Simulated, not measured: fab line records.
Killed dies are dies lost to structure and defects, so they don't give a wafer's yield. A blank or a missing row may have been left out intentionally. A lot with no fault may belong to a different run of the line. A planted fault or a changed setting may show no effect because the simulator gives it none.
Split-lot study -- flow n5_finfet -- route with 1938 steps; 7 lots, 39 wafers read

ABOUT THE SPLIT
At N5_DUMMY_GATE_ETCH_31 (etches SiO2 in C4F6/O2, target depth 82.5 nm, time 27.5 s), the setting target_depth_a was moved away from the recipe's 825 angstrom on 15 of the 39 wafers read, by -12.8% to +9.9%. This setting was run at the recipe's value on the other wafers.

The reading is taken at the split's own step.

THE READING
SOC_of_DUMMY_GATE_COAT_34.thk_nm (the simulator's own value, which no gauge read), in nm, at N5_DUMMY_GATE_ETCH_31 (etches SiO2 in C4F6/O2, target depth 82.5 nm, time 27.5 s). No usual value for it is given in the file. Average 51.8 nm, standard deviation 0.24 nm, over the 24 wafers here run with the recipe.

wafer,"tool, chamber at the split","target_depth_a as run, angstrom",against the recipe,"SOC_of_DUMMY_GATE_COAT_34.thk_nm, nm",against lot-mates on the recipe
L074.1,"rie_diel-04, 2",825,recipe,52,-
L074.2,"rie_diel-04, 1",825,recipe,52.2,-
L074.3,"rie_diel-04, 3",771.7,-6.5%,52.6,+0.5
L074.4,"rie_diel-04, 0",825,recipe,52,-
L074.5,"rie_diel-04, 2",771.7,-6.5%,52.4,+0.3
L074.6,"rie_diel-04, 3",771.7,-6.5%,52.6,+0.5
L075.1,"rie_diel-06, 3",825,recipe,52,-
L075.2,"rie_diel-06, 2",719.3,-12.8%,53,+1.2
L075.3,"rie_diel-06, 1",825,recipe,51.6,-
L075.4,"rie_diel-06, 0",719.3,-12.8%,53.2,+1.4
L075.5,"rie_diel-06, 1",719.3,-12.8%,52.8,+1.0
L075.6,"rie_diel-06, 0",825,recipe,51.8,-
L081.1,"rie_diel-02, 1",764.9,-7.3%,52.4,+0.3
L081.2,"rie_diel-02, 3",825,recipe,52,-
L081.3,"rie_diel-02, 2",764.9,-7.3%,52.6,+0.5
L081.4,"rie_diel-02, 0",825,recipe,52.2,-
L081.5,"rie_diel-02, 2",764.9,-7.3%,52.8,+0.7
L081.6,"rie_diel-02, 3",825,recipe,52,-
L083.1,"rie_diel-06, 0",795.5,-3.6%,52.4,+0.5
L083.2,"rie_diel-06, 2",825,recipe,52,-
L083.3,"rie_diel-06, 1",825,recipe,51.8,-
L083.4,"rie_diel-06, 3",825,recipe,51.8,-
L083.5,"rie_diel-06, 2",795.5,-3.6%,52.2,+0.3
L083.6,"rie_diel-06, 3",795.5,-3.6%,52.4,+0.5
L086.1,"rie_diel-04, 1",825,recipe,51.6,-
L086.2,"rie_diel-04, 3",825,recipe,51.2,-
L086.3,"rie_diel-04, 0",906.9,+9.9%,50.6,-0.8
L086.4,"rie_diel-04, 2",825,recipe,51.4,-
L086.5,"rie_diel-04, 2",906.9,+9.9%,50.6,-0.8
L086.6,"rie_diel-04, 3",906.9,+9.9%,50.6,-0.8
L090.1,"rie_diel-04, 1",825,recipe,51.8,-
L090.2,"rie_diel-04, 0",825,recipe,51.6,-
L090.3,"rie_diel-04, 2",825,recipe,51.8,-
L090.4,"rie_diel-04, 0",825,recipe,51.6,-
L090.5,"rie_diel-04, 1",825,recipe,51.8,-
L090.6,"rie_diel-04, 2",825,recipe,51.6,-
L093.2,"rie_diel-04, 1",825,recipe,51.6,-
L093.4,"rie_diel-04, 0",825,recipe,51.6,-
L093.5,"rie_diel-04, 1",825,recipe,51.6,-

FIT RESULTS
A straight line over all 39 wafers: SOC_of_DUMMY_GATE_COAT_34.thk_nm changes by -0.109 nm for each +1% of target_depth_a; r = -0.93; the points scatter about the line by 0.22 nm.
The same after taking each lot's own level away (the mean of its wafers on the recipe; 39 wafers): -0.0855 nm for each +1%; r = -0.96; scatter 0.13 nm.
The reading moves by 1.1 nm for the largest change in target_depth_a, on that fit.
The lots' own levels span 51.40 to 52.07 nm, that is 2.8 times the standard deviation above.
Thus the slope moves with the lot-to-lot level: the two fits are different.
Check: for one of the wafers moved furthest among these (-12.8%), held out of the fit, the line's prediction against its lot-mates is +1.09 nm. It came out at +1.2 nm against them.

OTHER SPLITS APPLIED TO THESE WAFERS
Other splits were also applied to these wafers ahead of the reading. Each is held against what the fit with the lots' levels taken away leaves over:
other split on the same wafers,wafers away from the commonest value,r with SOC_of_DUMMY_GATE_COAT_34.thk_nm (lot level and that fit taken away)
N5_PMOS_HMC_CHANNEL_EPI_EPI_20 temp_c,15,-0.09
N5_FIN_SAQP_SPACER1_ALD_24 temp_c,12,-0.02
N5_FIN_CUT_CUT_ETCH_15 time_s,18,+0.03

THE WHOLE CHAIN: every reading that the file lists as answering this split, in the file's order
step,what it does,reading,change (the file's fit),r (the file's)
N5_DUMMY_GATE_ETCH_31,"etches SiO2 in C4F6/O2, target depth 82.5 nm, time 27.5 s","etch.depth_nm (the simulator's own value, which no gauge read)",+0.817 nm for each +1% of the setting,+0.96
N5_DUMMY_GATE_ETCH_31,"etches SiO2 in C4F6/O2, target depth 82.5 nm, time 27.5 s","SOC_of_DUMMY_GATE_COAT_34.thk_nm (the simulator's own value, which no gauge read)",-0.0861 nm for each +1% of the setting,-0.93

THE FILE'S OWN FIT
SOC_of_DUMMY_GATE_COAT_34.thk_nm changes by -0.0861 nm for each +1% of target_depth_a, r = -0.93.
